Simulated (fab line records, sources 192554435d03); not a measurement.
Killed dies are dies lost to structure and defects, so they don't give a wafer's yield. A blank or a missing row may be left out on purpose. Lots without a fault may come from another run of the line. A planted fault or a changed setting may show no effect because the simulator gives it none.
fab line records | flow n5_finfet | part 1 of 2: steps 1 to 17 of 18
record lots=6 wafers=18 last_day=18
route steps=1938 shown BEOL_M0_CUTY@709 BEOL_M0@715 BEOL_M4@1111 PASSIVATION@1936
lots that met no fault: from a run of the same line without faults
start_h: hours from the record's first day to the start of the lot's first wafer shown | wait_h: hours since the lot's step before | " the same as in the row above | L1.1+2: a row that stands for several wafers | - no value, or no start given | * or withheld: withheld | < > ~ a bound
route shown NAME@n: a module of which the file shows steps, and the number in the route of the first | usual: mean/standard deviation of fault-free wafers | same: alike in all rows | chamber/n: place in a boat | sites: the reading at each site | _std_site: their standard deviation | _edge_site: outer sites' mean less inner sites' | radius_mm: how far each site lies from the wafer's centre | mask NAME#n: copy n | behind: the tool/chamber that last shaped the wafer | hold: why the lot was held/for how many hours/how that ended | device: the transistor (n, p or np) that didn't switch | end of line: the same wafers' tests at the end of the route | a step without rows: its recipe alone | killed: dies lost to structure and defects at the first sort, not the wafer's yield | map: a wafer's dies, x killed, . not, _ none there
set.NAME: the setting as run; set.NAME@STEP: as run at that earlier step | model.NAME: the simulator's own value behind a step, which no gauge read
lots at some steps of the route; a table a step, a row a wafer
services: from which hour (start_h, from the record's first day; less than 0 if before it) a tool's chamber was out of use, for how many hours, and why
## steps
# step N5_BEOL_M0_CUTY_OVL_MEAS_58
# recipe points_per_wafer=44
# usual M0_ABLK_OVL=0.1/0.59
# columns lot.wafer tool chamber start_h wait_h M0_ABLK_OVL[nm]
L367.4 overlay-01 0 149.50 0.0 -0.2
L367.5 " 0 " " -0.3
L367.6 " 0 " " 0.1
L372.1 overlay-02 0 188.38 0.0 -0.1
L372.2 " 0 " " -0.6
L372.3 " 0 " " 0.9
L376.2 overlay-01 0 205.06 0.0 -0.4
L376.5 " 0 " " -0.4
L376.6 " 0 " " -0.5
L378.1 overlay-02 0 214.11 0.0 0.8
L378.2 " 0 " " 0.4
L378.5 " 0 " " -0.2
L381.4 overlay-02 0 232.91 0.0 -0.2
L381.5 " 0 " " 0.6
L381.6 " 0 " " -0.5
L383.1 overlay-02 0 251.95 0.0 -0.1
L383.4 " 0 " " 0.0
L383.6 " 0 " " 0.0
# step N5_BEOL_M0_CUTY_INSPECT_59
# recipe mode=adi inspect_instrument=macro
# usual raw_defect_count=2.0/1.4
# columns lot.wafer tool chamber start_h wait_h raw_defect_count
L367.4 defect_inspect-01 - 149.53 0.0 1
L367.5 " - " " 3
L367.6 " - " " 1
L372.1 defect_inspect-02 - 188.40 0.0 2
L372.2 " - " " 2
L372.3 " - " " 2
L376.2 defect_inspect-02 - 205.08 0.0 3
L376.5 " - " " 2
L376.6 " - " " 1
L378.1 defect_inspect-01 - 214.14 0.0 5
L378.2 " - " " 1
L378.5 " - " " 0
L381.4 defect_inspect-01 - 232.94 0.0 4
L381.5 " - " " 0
L381.6 " - " " 2
L383.1 defect_inspect-01 - 251.98 0.0 3
L383.4 " - " " 0
L383.6 " - " " 1
# step N5_BEOL_M0_CUTY_DESCUM_61
# recipe chemistry=O2 time_s=7.9 source_power_w=50 bias_power_w=20 pressure_mtorr=20 rf_frequency_hz=2.712e+07 temp_c=40 resist=CAR-ArF-block o2_flow_sccm=225
# step N5_BEOL_M0_CUTY_ETCH_62
# recipe chemistry=CF4 target=SiARC mask_material=CAR-ArF-block time_s=58.5 ion_energy_ev=80 pressure_mtorr=40 source_w=545 bias_w=36 Ar_flow_sccm=100 cf4_flow_sccm=100 ends=cleared
# step N5_BEOL_M0_CUTY_ETCH_63
# recipe chemistry=N2/H2 target=SOC target_depth_a=827 overetch_a=165 mask_material=SiARC temp_c=40 ion_energy_ev=200 time_s=124 pressure_mtorr=30 source_w=840 bias_w=150 n2_flow_sccm=200 h2_flow_sccm=200
# usual drypump_motor_current_A=5.7/0.41 h2_flow_sccm=200.0/0.65 oes_product_au=0.66/0.084 rf_fwd_power_W=836.9/2.5 rf_vpp_V=524/3.1 showerhead_plenum_p_Torr=2.53/0.11 throttle_valve_pct=17.80/0.3
# columns lot.wafer tool chamber start_h wait_h drypump_motor_current_A h2_flow_sccm oes_product_au rf_fwd_power_W rf_hours_counter_h rf_vpp_V showerhead_plenum_p_Torr throttle_valve_pct
L367.4 rie_diel-05 1 150.34 0.1 6.2 200.3 0.63 839.0 - 527 2.64 17.84
L367.5 " 2 " " 5.5 200.4 0.61 836.0 - 518 2.33 17.69
L367.6 " 3 " " 5.5 199.9 0.77 840.6 - 523 2.50 18.00
L372.1 rie_diel-04 3 188.58 0.0 6.1 200.2 0.76 836.3 14 522 2.47 17.26
L372.2 " 0 " " 5.6 199.9 0.71 835.8 53 528 2.72 17.89
L372.3 " 2 " " 5.3 200.3 0.56 843.5 244 525 2.53 18.37
L376.2 rie_diel-05 2 205.20 0.0 5.5 199.4 0.60 839.3 182 519 2.32 17.72
L376.5 " 2 " " 5.5 198.7 0.60 841.5 - 518 2.32 17.73
L376.6 " 1 " " 6.1 199.1 0.63 835.5 - 527 2.63 17.87
L378.1 rie_diel-04 2 214.25 0.0 5.3 200.1 0.56 839.9 256 524 2.52 18.36
L378.2 " 0 " " 5.6 200.8 0.69 835.9 65 528 2.71 17.92
L378.5 " 0 " " 5.6 201.4 0.70 833.3 - 527 2.71 17.94
L381.4 rie_diel-05 0 233.31 0.0 5.1 200.4 0.72 834.5 29 525 2.61 17.38
L381.5 " 1 " " 6.1 200.1 0.61 837.8 - 526 2.63 17.90
L381.6 " 2 " " 5.5 199.4 0.59 836.8 - 517 2.32 17.75
L383.1 rie_diel-04 1 252.10 0.0 5.4 199.9 0.57 835.3 229 526 2.62 17.69
L383.4 " 0 " " 5.6 200.6 0.67 833.4 82 528 2.70 17.95
L383.6 " 1 " " 5.5 199.3 0.57 835.1 - 526 2.62 17.69
# step N5_BEOL_M0_CUTY_STRIP_64
# recipe chemistry=N2/H2 temp_c=40 n2_flow_sccm=200 h2_flow_sccm=200 rf_frequency_hz=6e+07
# step N5_BEOL_M0_ETCH_138
# recipe chemistry=CH3F/O2 target_depth_a=120 target=SiCN time_s=31.6 ion_energy_ev=120 pressure_mtorr=30 source_w=395 bias_w=75 Ar_flow_sccm=150 CH3F_flow_sccm=30 O2_flow_sccm=20 ends=cleared
# step N5_BEOL_M0_HM_OPEN_105
# recipe chemistry=Cl2/BCl3 target_depth_a=120 target=TiN ion_energy_ev=150 pressure_mtorr=10 icp_w=1000 bias_w=126 Cl2_flow_sccm=53.25 bcl3_flow_sccm=21.75 Ar_flow_sccm=25
# step N5_BEOL_M0_STRIP_140
# recipe chemistry=CF4 resist=SiARC power_w=300 bias_power_w=75 pressure_mtorr=50 cf4_flow_sccm=150 rf_frequency_hz=6e+07
# usual bias_power_w=75.00/0.24 drypump_motor_current_A=5.7/0.36 oes_product_au=0.79/0.1 rf_vpp_V=271.0/1.9 showerhead_plenum_p_Torr=1.79/0.076 throttle_valve_pct=13.51/0.26
# columns lot.wafer tool chamber start_h wait_h bias_power_w drypump_motor_current_A oes_product_au rf_hours_counter_h rf_vpp_V showerhead_plenum_p_Torr throttle_valve_pct
L367.4 rie_diel-02 2 152.34 0.2 75.33 5.6 0.68 - 270.1 1.78 13.90
L367.5 " 3 " " 75.14 6.5 0.70 - 270.9 1.75 13.30
L367.6 " 0 " " 75.32 6.1 0.69 - 272.7 1.71 13.45
L372.1 rie_diel-04 3 191.00 0.2 74.72 6.0 0.92 15 269.9 1.77 13.13
L372.2 " 2 " " 75.27 5.3 0.68 245 271.1 1.77 13.88
L372.3 " 0 " " 74.43 5.6 0.85 54 275.1 1.92 13.62
L376.2 rie_diel-04 3 206.36 0.2 75.09 6.0 0.90 23 271.5 1.77 13.17
L376.5 " 3 " " 74.67 6.0 0.91 - 269.2 1.77 13.14
L376.6 " 2 " " 74.92 5.3 0.67 - 269.6 1.76 13.92
L378.1 rie_diel-02 1 214.97 0.1 75.10 5.9 0.90 25 270.2 1.82 13.11
L378.2 " 0 " " 75.19 6.1 0.67 227 269.2 1.70 13.53
L378.5 " 3 " " 75.02 6.5 0.68 - 268.9 1.75 13.33
L381.4 rie_diel-04 0 235.13 0.3 74.91 5.6 0.82 - 272.7 1.91 13.65
L381.5 " 2 " " 75.17 5.3 0.67 - 271.3 1.76 13.94
L381.6 " 3 " " 74.86 6.1 0.88 - 270.9 1.76 13.19
L383.1 rie_diel-05 0 257.74 0.1 75.17 5.1 0.86 37 273.8 1.83 13.11
L383.4 " 1 " " 75.33 6.1 0.73 186 272.2 1.87 13.82
L383.6 " 1 " " 75.25 6.1 0.73 - 274.4 1.87 13.82
# step N5_BEOL_M0_STRIP_104
# recipe chemistry=N2/H2 power_w=450 temp_c=40 pressure_mtorr=20 rf_frequency_hz=6e+07 overash_fraction=0.3 bias_power_w=7 h2_frac=0.5 n2_flow_sccm=200 h2_flow_sccm=200
# usual bias_power_w=6.998/0.021 drypump_motor_current_A=5.7/0.36 h2_flow_sccm=200.0/0.67 oes_product_au=0.80/0.11 rf_vpp_V=59.2/1.7 showerhead_plenum_p_Torr=2.53/0.11 throttle_valve_pct=23.7/0.33
# columns lot.wafer tool chamber start_h wait_h bias_power_w drypump_motor_current_A h2_flow_sccm oes_product_au rf_hours_counter_h rf_vpp_V showerhead_plenum_p_Torr throttle_valve_pct
L367.4 rie_diel-02 2 152.37 0.0 6.977 5.6 199.8 0.71 - 58.8 2.52 24.0
L367.5 " 3 " " 6.993 6.6 200.9 0.70 - 58.6 2.52 23.8
L367.6 " 0 " " 7.001 6.1 200.1 0.69 - 60.3 2.42 23.5
L372.1 rie_diel-04 3 191.02 0.0 6.990 6.1 200.6 0.93 15 56.2 2.47 23.2
L372.2 " 2 " " 6.993 5.3 199.9 0.66 245 58.2 2.52 24.3
L372.3 " 0 " " 6.989 5.6 199.1 0.86 54 61.1 2.71 23.8
L376.2 rie_diel-04 3 206.38 0.0 7.029 6.0 199.5 0.93 23 56.6 2.47 23.2
L376.5 " 3 " " 7.037 6.0 199.2 0.92 - 61.3 2.47 23.2
L376.6 " 2 " " 6.976 5.3 200.7 0.67 - 59.4 2.52 24.4
L378.1 rie_diel-02 1 214.99 0.0 7.019 5.9 200.4 0.91 25 58.9 2.61 23.7
L378.2 " 0 " " 7.016 6.1 200.2 0.68 227 57.3 2.41 23.5
L378.5 " 3 " " 7.025 6.6 201.1 0.67 - 59.1 2.52 23.9
L381.4 rie_diel-04 0 235.16 0.0 6.981 5.6 198.3 0.85 - 59.9 2.70 23.8
L381.5 " 2 " " 7.028 5.3 199.9 0.66 - 58.6 2.52 24.4
L381.6 " 3 " " 6.977 6.1 199.3 0.89 - 59.3 2.46 23.2
L383.1 rie_diel-05 0 257.76 0.0 6.996 5.1 199.6 0.88 37 58.9 2.60 23.1
L383.4 " 1 " " 6.974 6.1 201.0 0.73 186 60.9 2.62 23.7
L383.6 " 1 " " 7.006 6.1 201.1 0.74 - 57.6 2.62 23.7
# step N5_BEOL_M0_WET_ETCH_106
# recipe chemistry=DHF dilution=10:1 temp_c=25 target=SiO2 target_depth_a=1300 dry=ipa_marangoni rinse_time_s=30 rinse_temp_c=23
# step N5_BEOL_M0_ETCH_128
# recipe chemistry=CF4/N2 target_depth_a=120 overetch_a=51 target=SiCN time_s=21.4 ion_energy_ev=150 pressure_mtorr=40 source_w=430 bias_w=70 Ar_flow_sccm=100 cf4_flow_sccm=60 n2_flow_sccm=60
# usual drypump_motor_current_A=5.7/0.41 oes_product_au=0.54/0.065 rf_fwd_power_W=425.8/1.8 rf_vpp_V=382.0/2 showerhead_plenum_p_Torr=2.20/0.087 throttle_valve_pct=15.38/0.25
# columns lot.wafer tool chamber start_h wait_h drypump_motor_current_A oes_product_au rf_fwd_power_W rf_hours_counter_h rf_vpp_V showerhead_plenum_p_Torr throttle_valve_pct
L367.4 rie_diel-04 1 152.65 0.2 5.4 0.49 428.4 - 382.5 2.28 15.28
L367.5 " 2 " " 5.3 0.48 425.6 - 382.0 2.19 15.73
L367.6 " 0 " " 5.6 0.63 426.6 - 383.5 2.35 15.40
L372.1 rie_diel-02 1 191.61 0.5 5.9 0.64 426.7 15 382.9 2.25 14.97
L372.2 " 3 " " 6.6 0.49 422.6 214 382.5 2.19 15.25
L372.3 " 0 " " 6.1 0.47 427.8 217 378.8 2.11 15.40
L376.2 rie_diel-02 3 206.66 0.2 6.6 0.47 425.1 218 382.0 2.18 15.26
L376.5 " 1 " " 5.9 0.63 425.6 - 384.5 2.25 14.98
L376.6 " 0 " " 6.1 0.47 427.4 - 379.9 2.11 15.40
L378.1 rie_diel-02 1 215.20 0.1 5.9 0.63 426.1 25 382.3 2.25 15.00
L378.2 " 0 " " 6.1 0.46 428.5 228 380.2 2.11 15.42
L378.5 " 0 " " 6.2 0.47 429.2 - 378.7 2.11 15.41
L381.4 rie_diel-04 0 235.91 0.7 5.6 0.57 423.3 - 384.9 2.34 15.47
L381.5 " 2 " " 5.3 0.46 425.7 - 380.1 2.18 15.80
L381.6 " 3 " " 6.0 0.61 423.4 - 381.9 2.16 15.01
L383.1 rie_diel-05 3 257.89 0.0 5.6 0.58 425.5 44 381.4 2.17 15.59
L383.4 " 2 " " 5.5 0.50 426.2 200 378.2 2.01 15.41
L383.6 " 0 " " 5.1 0.59 424.2 - 382.8 2.26 15.02
# step N5_BEOL_M0_TRENCH_ETCH_107
# recipe chemistry=C4F6/O2 target_depth_a=328 target=SiOC time_s=16.4 ion_energy_ev=250 pressure_mtorr=30 source_w=355 bias_w=185 Ar_flow_sccm=300 C4F6_flow_sccm=10 O2_flow_sccm=10
# usual O2_flow_sccm=10.005/0.029 drypump_motor_current_A=5.7/0.42 oes_product_au=0.78/0.1 rf_fwd_power_W=348.9/1.7 rf_vpp_V=651/18 showerhead_plenum_p_Torr=2.84/0.11 throttle_valve_pct=20.79/0.24
# columns lot.wafer tool chamber start_h wait_h O2_flow_sccm drypump_motor_current_A oes_product_au rf_fwd_power_W rf_hours_counter_h rf_vpp_V showerhead_plenum_p_Torr throttle_valve_pct model.BEOL_M0.feature_depth_nm
L367.4 rie_diel-04 1 152.68 0.0 10.008 5.5 0.70 350.1 - 655 2.94 20.66 32.4
L367.5 " 2 " " 9.987 5.3 0.69 348.8 - 649 2.81 21.12 32.4
L367.6 " 0 " " 9.981 5.6 0.88 347.1 - 671 3.00 20.76 33
L372.1 rie_diel-02 1 191.65 0.0 10.008 5.9 0.92 348.3 15 683 2.89 20.37 32
L372.2 " 3 " " 9.979 6.5 0.68 348.0 214 645 2.84 20.78 31
L372.3 " 0 " " 10.042 6.1 0.67 352.3 217 631 2.73 20.83 31.8
L376.2 rie_diel-02 3 206.70 0.0 10.005 6.6 0.71 431.7 218 579 2.84 20.81 34
L376.5 " 1 " " 9.962 5.9 0.96 434.3 - 613 2.89 20.40 35
L376.6 " 0 " " 9.992 6.2 0.71 436.8 - 565 2.72 20.83 34.6
L378.1 rie_diel-02 1 215.24 0.0 10.011 5.9 0.94 436.1 25 612 2.88 20.40 34.8
L378.2 " 0 " " 9.973 6.1 0.71 435.1 228 565 2.72 20.84 35
L378.5 " 0 " " 9.976 6.2 0.70 435.3 - 566 2.72 20.83 34.8
L381.4 rie_diel-04 0 235.94 0.0 9.976 5.5 0.82 347.5 - 669 2.99 20.82 32.8
L381.5 " 2 " " 9.993 5.3 0.66 347.7 - 647 2.80 21.17 31.8
L381.6 " 3 " " 10.017 6.1 0.89 347.7 - 675 2.79 20.51 33
L383.1 rie_diel-05 3 257.93 0.0 10.039 5.5 0.88 348.2 44 647 2.81 21.17 33.2
L383.4 " 2 " " 10.023 5.4 0.70 350.5 200 667 2.58 20.67 31.6
L383.6 " 0 " " 10.014 5.1 0.89 348.5 - 618 2.92 20.49 33.2
# step N5_BEOL_M0_STRIP_142
# recipe chemistry=N2/H2 time_s=10 power_w=450 temp_c=40 pressure_mtorr=20 rf_frequency_hz=6e+07 bias_power_w=7 n2_flow_sccm=200 h2_flow_sccm=200
# usual bias_power_w=7.002/0.021 drypump_motor_current_A=5.7/0.41 h2_flow_sccm=199.9/0.6 oes_product_au=0.78/0.1 rf_vpp_V=59.1/0.88 showerhead_plenum_p_Torr=2.54/0.11 throttle_valve_pct=23.7/0.36
# columns lot.wafer tool chamber start_h wait_h bias_power_w drypump_motor_current_A h2_flow_sccm oes_product_au rf_hours_counter_h rf_vpp_V showerhead_plenum_p_Torr throttle_valve_pct
L367.4 rie_diel-04 1 152.72 0.0 7.024 5.5 199.6 0.68 - 58.8 2.62 23.5
L367.5 " 2 " " 6.991 5.3 200.2 0.69 - 58.3 2.53 24.3
L367.6 " 0 " " 6.975 5.6 199.3 0.90 - 59.1 2.72 23.8
L372.1 rie_diel-02 1 191.67 0.0 7.016 5.9 199.8 0.92 15 59.0 2.61 23.7
L372.2 " 3 " " 6.987 6.6 200.5 0.68 214 59.7 2.52 23.8
L372.3 " 0 " " 7.046 6.2 199.5 0.68 217 59.2 2.42 23.5
L376.2 rie_diel-02 3 206.73 0.0 6.992 6.6 199.6 0.67 218 59.5 2.52 23.8
L376.5 " 1 " " 7.059 5.9 199.2 0.91 - 59.6 2.61 23.7
L376.6 " 0 " " 7.037 6.2 199.8 0.67 - 57.9 2.41 23.5
L378.1 rie_diel-02 1 215.26 0.0 7.032 5.9 198.3 0.91 25 59.8 2.61 23.7
L378.2 " 0 " " 6.980 6.1 199.4 0.67 228 56.7 2.41 23.5
L378.5 " 0 " " 7.030 6.1 200.8 0.67 - 58.9 2.41 23.5
L381.4 rie_diel-04 0 235.97 0.0 7.001 5.6 199.9 0.85 - 57.5 2.70 23.8
L381.5 " 2 " " 7.011 5.3 199.9 0.66 - 58.4 2.51 24.4
L381.6 " 3 " " 7.005 6.1 199.6 0.89 - 58.2 2.46 23.2
L383.1 rie_diel-05 3 257.95 0.0 6.977 5.6 200.2 0.86 44 58.3 2.48 24.1
L383.4 " 2 " " 7.014 5.5 199.5 0.72 200 58.5 2.31 23.5
L383.6 " 0 " " 6.984 5.1 199.0 0.89 - 58.9 2.60 23.1
# step N5_BEOL_M0_OCD_MEAS_108
# usual trench_depth_nm=32.4/0.8
# columns lot.wafer tool chamber start_h wait_h trench_depth_nm
L367.4 ocd-02 - 152.78 0.0 32.4
L367.5 " - " " 32.7
L367.6 " - " " 33.2
L372.1 ocd-02 - 191.75 0.1 32.2
L372.2 " - " " 31.3
L372.3 " - " " 32.3
L376.2 ocd-02 - 206.81 0.1 34.5
L376.5 " - " " 34.9
L376.6 " - " " 34.5
L378.1 ocd-02 - 215.34 0.1 35.2
L378.2 " - " " 34.7
L378.5 " - " " 34.6
L381.4 ocd-02 - 236.03 0.0 33.1
L381.5 " - " " 31.8
L381.6 " - " " 33.2
L383.1 ocd-02 - 258.03 0.1 33.3
L383.4 " - " " 31.6
L383.6 " - " " 33.4
# step N5_BEOL_M0_HM_STRIP_129
# recipe chemistry=peroxide_tin_strip material=TiN target_depth_a=170 temp_c=50 time_s=108
# step N5_BEOL_M4_RC_MEAS_101
# usual DIBL_N=36.4/2 DIBL_P=36.1/2.5 IOFF_N=0.16/0.037 IOFF_P=0.20/0.038 ION_N=670/13 ION_P=459/8.3 SS_N=71.6/0.69 SS_P=73.3/0.72 VT_N=250/3.4 VT_P=-251/3.1
# columns lot.wafer tool chamber start_h wait_h DIBL_N[mV/V] DIBL_P[mV/V] IOFF_N[nA/um] IOFF_P[nA/um] ION_N[uA/um] ION_P[uA/um] SS_N[mV/dec] SS_P[mV/dec] VT_N[mV] VT_P[mV]
L367.4 prober-01 0 203.89 0.8 34.7 35.1 0.16 0.21 682 466 71.2 73.4 246 -248
L367.5 " 0 " " 33.2 32.1 0.12 0.16 649 448 71.2 72.6 255 -253
L367.6 " 0 " " 35.5 36.3 0.17 0.21 677 460 71.4 73.4 249 -249
L372.1 prober-01 0 231.20 0.0 33.4 33.0 0.13 0.15 658 450 70.7 72.4 254 -255
L372.2 " 0 " " 34.2 35.2 0.15 0.18 677 461 71.8 73.2 249 -253
L372.3 " 0 " " 36.3 37.3 0.17 0.20 656 450 72.1 74.0 248 -252
L376.2 prober-02 0 251.12 0.2 35.6 34.9 0.14 0.19 676 468 71.2 72.7 251 -251
L376.5 " 0 " " 34.9 34.6 0.14 0.18 659 457 71.1 72.5 250 -252
L376.6 " 0 " " 38.1 38.5 0.18 0.24 678 462 71.9 74.0 250 -251
L378.1 prober-02 0 271.00 0.0 37.6 36.6 0.17 0.24 700 485 71.6 73.2 247 -247
L378.2 " 0 " " 39.6 39.3 0.21 0.28 679 473 72.6 73.7 247 -245
L378.5 " 0 " " 40.1 39.6 0.21 0.28 679 473 72.8 74.3 245 -245
L381.4 prober-02 0 297.95 0.5 36.6 36.7 0.17 0.24 676 463 71.5 73.4 250 -249
L381.5 " 0 " " 34.8 34.1 0.14 0.18 662 452 71.3 72.0 252 -249
L381.6 " 0 " " 35.6 34.6 0.15 0.19 668 456 71.9 72.2 253 -253
L383.1 prober-01 0 304.35 0.0 38.8 39.0 0.23 0.22 697 464 71.5 74.2 244 -252
L383.4 " 0 " " 35.6 36.4 0.16 0.18 677 462 71.3 73.5 248 -253
L383.6 " 0 " " 37.6 38.2 0.19 0.21 671 456 71.8 74.1 248 -251
## key
first_sign step=N5_BEOL_M0_TRENCH_ETCH_107 reading=rf_fwd_power_W direction=up sigmas=49 usual=* struck=*
effect step=N5_BEOL_M0_TRENCH_ETCH_107 reading=rf_vpp_V direction=down sigmas=3.8 usual=651 struck=583
effect step=N5_BEOL_M0_OCD_MEAS_108 reading=trench_depth_nm direction=up sigmas=2.9 usual=32.4 struck=34.7
model_effect step=N5_BEOL_M0_TRENCH_ETCH_107 value=BEOL_M0.feature_depth_nm without=31.9 struck=34.7
met_at N5_BEOL_M0_TRENCH_ETCH_107
struck_wafers L376.2,L376.5,L376.6,L378.1,L378.2,L378.5
onset_between 191.65 206.70
fault kind=process_parameter_drift tool=rie_diel-02 chamber=- onset_h=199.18 steps=N5_BEOL_M0_TRENCH_ETCH_107 channel=source_w offset=85.2 shape=step end_h=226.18 acts_in=these_recipes_only stated=355
